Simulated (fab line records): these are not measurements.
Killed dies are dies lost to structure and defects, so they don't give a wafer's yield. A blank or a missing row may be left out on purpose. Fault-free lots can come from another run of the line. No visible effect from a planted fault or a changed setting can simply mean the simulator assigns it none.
Which of the tools did it? | flow nandHarc | 6 lots, 18 wafers sampled, at 5 steps of a route of 1302

WHAT EACH GAUGE READ, for each wafer
NHARC_END_SORT_01.
lot  | measured     | on        | killedAtArray
L642 | day 30 09:39 | prober-02 | 82

EACH LOT AND THE TOOL THAT RAN IT (in order: tool; ch and the chambers of the sampled wafers; start)
lot  | NHARC_A_CHANNEL_HOLE_D1_ETCH_21 | NHARC_A_CHANNEL_FILL_D1_ALD_02  | NHARC_A_CHANNEL_FILL_D1_ALD_16  | NHARC_A_CHANNEL_FILL_D1_ETCHBACK_19
L629 | harEtch-01 ch 0,1, day 9 11:46  | aldHk-03 ch 0,2, day 9 18:10    | aldHk-02 ch 2,3, day 10 06:24   | rieSi-04 ch 0,2, day 10 18:28
L632 | harEtch-02 ch 0,1, day 10 11:49 | aldHk-03 ch 1,2, day 10 17:12   | aldHk-02 ch 2,3, day 11 03:37   | rieSi-04 ch 0,1,3, day 11 15:43
L633 | harEtch-02 ch 0,1, day 11 11:47 | aldHk-03 ch 1,2,3, day 11 17:19 | aldHk-02 ch 0,1, day 12 04:04   | rieSi-04 ch 2,3, day 12 15:57
L638 | harEtch-01 ch 0,1, day 13 06:17 | aldHk-03 ch 0,1,3, day 13 12:12 | aldHk-03 ch 0,1,2, day 14 02:49 | rieSi-04 ch 0,1,2, day 14 15:10
L642 | harEtch-02 ch 0,1, day 15 04:07 | aldHk-03 ch 0,1,2, day 15 09:36 | aldHk-02 ch 0,1,2, day 15 22:38 | rieSi-05 ch 0,1, day 16 10:31
L650 | harEtch-01 ch 0,1, day 17 22:44 | aldHk-04 ch 0,1, day 18 04:11   | aldHk-04 ch 1,2,3, day 18 16:41 | rieSi-02 ch 0,1,3, day 19 01:38
- NHARC_A_CHANNEL_HOLE_D1_ETCH_21: etches the open film in C4F8/O2/Ar, time 514.3 s, target depth 1600 nm.
- NHARC_A_CHANNEL_FILL_D1_ALD_02: deposits SiO2, target thk 6 nm, pulse time 10 s, ald cycles 60.
- NHARC_A_CHANNEL_FILL_D1_ALD_16: deposits SiO2, target thk 1.5 nm, pulse time 10 s, ald cycles 15.
- NHARC_A_CHANNEL_FILL_D1_ETCHBACK_19: etches the open film in HBr/Cl2, target depth 5 nm, time 1.7 s.

THE ANSWER, worked out from the rows above alone
Rule: the usual values come from the lots themselves. Put in order of their means at a reading, lots are off if they are a third of the lots or fewer, leave a main group of 4 or more, and stand apart from it by a gap of 3 or more times the standard deviation of the main group's means; of several such gaps the widest counts. Not used: any main group whose means are identical at the precision the tables above print for the reading. A lot without any number at a reading at which 4 lots or more have one is off too. Where the step has rows for the other lots, those lots are counted as sound.
No lot is off on any of the readings shown, so nothing can be concluded from this.

WHAT THE SIMULATOR PUT IN
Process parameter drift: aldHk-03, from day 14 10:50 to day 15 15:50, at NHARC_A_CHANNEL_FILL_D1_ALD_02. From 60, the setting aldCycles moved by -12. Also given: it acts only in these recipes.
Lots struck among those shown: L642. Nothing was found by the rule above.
